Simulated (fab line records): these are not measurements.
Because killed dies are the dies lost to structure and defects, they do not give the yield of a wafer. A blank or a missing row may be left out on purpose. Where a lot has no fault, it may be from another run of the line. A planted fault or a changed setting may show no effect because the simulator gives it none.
Split-lot experiment :: flow n5 finfet :: 21 wafers read from 7 lots, route of 1938 steps

## THE SPLIT
At N5_BEOL_M3_COAT_67 (time 60 s, resist thk 60 nm), the setting spin rpm was moved away from the recipe's 1500 rpm on 8 of the 21 wafers read, by -8.1% to +9.7%. The other wafers ran this setting at the recipe's value.

Reading taken at the split's own step.

## THE READING
SOC_of_BEOL_M3_COAT_67.thk nm (the simulator's own value, which no gauge read), in nm, at N5_BEOL_M3_COAT_67 (time 60 s, resist thk 60 nm). There is no usual value for it anywhere in the file. The 13 wafers here that ran the recipe average 60.2 nm, standard deviation 0.11 nm.

wafer: L074.2
tool, chamber at the split: litho track-03, 0
spin rpm as run, rpm: 1500
against the recipe: recipe
SOC_of_BEOL_M3_COAT_67.thk nm, nm: 60.4
against lot-mates on the recipe: -

wafer: L074.3
tool, chamber at the split: litho track-03, 0
spin rpm as run, rpm: 1500
against the recipe: recipe
SOC_of_BEOL_M3_COAT_67.thk nm, nm: 60
against lot-mates on the recipe: -

wafer: L074.6
tool, chamber at the split: litho track-03, 0
spin rpm as run, rpm: 1400
against the recipe: -6.7%
SOC_of_BEOL_M3_COAT_67.thk nm, nm: 62.2
against lot-mates on the recipe: +2.0

wafer: L081.3
tool, chamber at the split: litho track-05, 0
spin rpm as run, rpm: 1645
against the recipe: +9.7%
SOC_of_BEOL_M3_COAT_67.thk nm, nm: 57.2
against lot-mates on the recipe: -3.0

wafer: L081.4
tool, chamber at the split: litho track-05, 0
spin rpm as run, rpm: 1500
against the recipe: recipe
SOC_of_BEOL_M3_COAT_67.thk nm, nm: 60.2
against lot-mates on the recipe: -

wafer: L081.6
tool, chamber at the split: litho track-05, 0
spin rpm as run, rpm: 1645
against the recipe: +9.7%
SOC_of_BEOL_M3_COAT_67.thk nm, nm: 57.4
against lot-mates on the recipe: -2.8

wafer: L084.1
tool, chamber at the split: litho track-02, 0
spin rpm as run, rpm: 1437
against the recipe: -4.2%
SOC_of_BEOL_M3_COAT_67.thk nm, nm: 61.6
against lot-mates on the recipe: +1.4

wafer: L084.3
tool, chamber at the split: litho track-02, 0
spin rpm as run, rpm: 1437
against the recipe: -4.2%
SOC_of_BEOL_M3_COAT_67.thk nm, nm: 61.4
against lot-mates on the recipe: +1.2

wafer: L084.4
tool, chamber at the split: litho track-02, 0
spin rpm as run, rpm: 1500
against the recipe: recipe
SOC_of_BEOL_M3_COAT_67.thk nm, nm: 60.2
against lot-mates on the recipe: -

wafer: L087.1
tool, chamber at the split: litho track-05, 0
spin rpm as run, rpm: 1500
against the recipe: recipe
SOC_of_BEOL_M3_COAT_67.thk nm, nm: 60.2
against lot-mates on the recipe: -

wafer: L087.2
tool, chamber at the split: litho track-05, 0
spin rpm as run, rpm: 1500
against the recipe: recipe
SOC_of_BEOL_M3_COAT_67.thk nm, nm: 60.2
against lot-mates on the recipe: -

wafer: L087.5
tool, chamber at the split: litho track-05, 0
spin rpm as run, rpm: 1378
against the recipe: -8.1%
SOC_of_BEOL_M3_COAT_67.thk nm, nm: 62.8
against lot-mates on the recipe: +2.6

wafer: L090.2
tool, chamber at the split: litho track-02, 0
spin rpm as run, rpm: 1500
against the recipe: recipe
SOC_of_BEOL_M3_COAT_67.thk nm, nm: 60
against lot-mates on the recipe: -

wafer: L090.5
tool, chamber at the split: litho track-02, 0
spin rpm as run, rpm: 1500
against the recipe: recipe
SOC_of_BEOL_M3_COAT_67.thk nm, nm: 60.2
against lot-mates on the recipe: -

wafer: L090.6
tool, chamber at the split: litho track-02, 0
spin rpm as run, rpm: 1500
against the recipe: recipe
SOC_of_BEOL_M3_COAT_67.thk nm, nm: 60.2
against lot-mates on the recipe: -

wafer: L091.1
tool, chamber at the split: litho track-03, 0
spin rpm as run, rpm: 1390
against the recipe: -7.3%
SOC_of_BEOL_M3_COAT_67.thk nm, nm: 62.4
against lot-mates on the recipe: +2.2

wafer: L091.3
tool, chamber at the split: litho track-03, 0
spin rpm as run, rpm: 1390
against the recipe: -7.3%
SOC_of_BEOL_M3_COAT_67.thk nm, nm: 62.6
against lot-mates on the recipe: +2.4

wafer: L091.6
tool, chamber at the split: litho track-03, 0
spin rpm as run, rpm: 1500
against the recipe: recipe
SOC_of_BEOL_M3_COAT_67.thk nm, nm: 60.2
against lot-mates on the recipe: -

wafer: L093.2
tool, chamber at the split: litho track-03, 0
spin rpm as run, rpm: 1500
against the recipe: recipe
SOC_of_BEOL_M3_COAT_67.thk nm, nm: 60.2
against lot-mates on the recipe: -

wafer: L093.3
tool, chamber at the split: litho track-03, 0
spin rpm as run, rpm: 1500
against the recipe: recipe
SOC_of_BEOL_M3_COAT_67.thk nm, nm: 60.2
against lot-mates on the recipe: -

wafer: L093.4
tool, chamber at the split: litho track-03, 0
spin rpm as run, rpm: 1500
against the recipe: recipe
SOC_of_BEOL_M3_COAT_67.thk nm, nm: 60
against lot-mates on the recipe: -

THE FIT
A straight line over all 21 wafers: SOC_of_BEOL_M3_COAT_67.thk nm changes by -0.307 nm for each +1% of spin rpm; r = -1.00; the points scatter about the line by 0.11 nm.
The same after taking each lot's own level away (the mean of its wafers on the recipe; 21 wafers): -0.306 nm for each +1%; r = -1.00; scatter 0.11 nm.
On that fit, the largest move of spin rpm shifts the reading by 3 nm.
Measured against the standard deviation above, the lots' own levels, which go from 60.13 to 60.20 nm, span 0.6 times it.
The two slopes agree, so the slope changes little with the lot-to-lot level.
Check: for one of the wafers moved furthest among these (+9.7%), held out of the fit, the line's prediction against its lot-mates is -2.92 nm. Against them it came out at -3 nm.

## OTHER SPLITS APPLIED TO THESE WAFERS
Before the reading, these wafers also passed through other splits. Each is held against what the fit with the lots' levels taken away leaves over:
other split on the same wafers: N5_BEOL_M0_SAQP_EXPOSE_37 dose mj
wafers away from the commonest value: 9
r with SOC_of_BEOL_M3_COAT_67.thk nm (lot level and that fit taken away): -0.09

other split on the same wafers: N5_BEOL_M0_SAQP_ETCH_88 source w
wafers away from the commonest value: 7
r with SOC_of_BEOL_M3_COAT_67.thk nm (lot level and that fit taken away): +0.08

other split on the same wafers: N5_BEOL_M0_ETCH_138 source w
wafers away from the commonest value: 3
r with SOC_of_BEOL_M3_COAT_67.thk nm (lot level and that fit taken away): +0.04

other split on the same wafers: N5_BEOL_M1_EXPOSE_08 dose mj
wafers away from the commonest value: 7
r with SOC_of_BEOL_M3_COAT_67.thk nm (lot level and that fit taken away): -0.12

other split on the same wafers: N5_BEOL_M1_ETCH_64 source w
wafers away from the commonest value: 7
r with SOC_of_BEOL_M3_COAT_67.thk nm (lot level and that fit taken away): -0.24

other split on the same wafers: N5_BEOL_M2_ETCH_69 bias w
wafers away from the commonest value: 4
r with SOC_of_BEOL_M3_COAT_67.thk nm (lot level and that fit taken away): -0.48

## FILE'S OWN FIT
SOC_of_BEOL_M3_COAT_67.thk nm changes by -0.308 nm for each +1% of spin rpm, r = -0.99.
